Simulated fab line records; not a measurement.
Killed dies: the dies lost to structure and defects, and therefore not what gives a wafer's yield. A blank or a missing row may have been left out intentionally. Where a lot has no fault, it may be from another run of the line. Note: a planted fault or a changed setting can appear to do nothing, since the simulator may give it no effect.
Chamber matching    flow n5-finfet    N5_BEOL_M8_ILD_DEP_00 on pecvd-02 has 3 sister chambers
The step deposits SiCOH lowk from DEMS/porogen, target thk 179.75 nm, time 33.4 s. 3 wafers are shown with their chamber, then 7 later ones without.

== WAFERS, EACH WITH ITS CHAMBER ==
wafer   chamber  heater-power-w (W)
L086.5  1        248
L089.3  2        264
L089.4  0        366

== WAFERS WITH NO CHAMBER GIVEN ==
wafer   heater-power-w (W)
L089.6  272
L088.1  249
L088.4  248
L088.6  387
L095.1  286
L095.3  262
L095.6  263

== WHICH CHAMBER EACH ONE RAN IN ==
wafer   from the rows above      in truth
L089.6  can't be placed: 2 or 1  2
L088.1  can't be placed: 1 or 2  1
L088.4  can't be placed: 1 or 2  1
L088.6  0                        0
L095.1  can't be placed: 2 or 1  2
L095.3  can't be placed: 2 or 1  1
L095.6  can't be placed: 2 or 1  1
Correctly placed: 1 of 7. These rows do not allow placing 6 (true chamber among the candidates in 6). Placed wrongly: 0.
How it was worked out, from the rows above alone: a wafer's distance from a chamber is the root of the sum, over the readings, of the square of ((its reading less the chamber's mean) divided by the reading's scatter). If the next closest chamber is less than 2 further off than the closest, the wafer can't be placed; otherwise it belongs to the closest. A chamber's mean is the mean of its shown wafers. The scatter: root of mean squared gap, hidden wafer to nearest shown wafer, with one shown wafer a chamber.
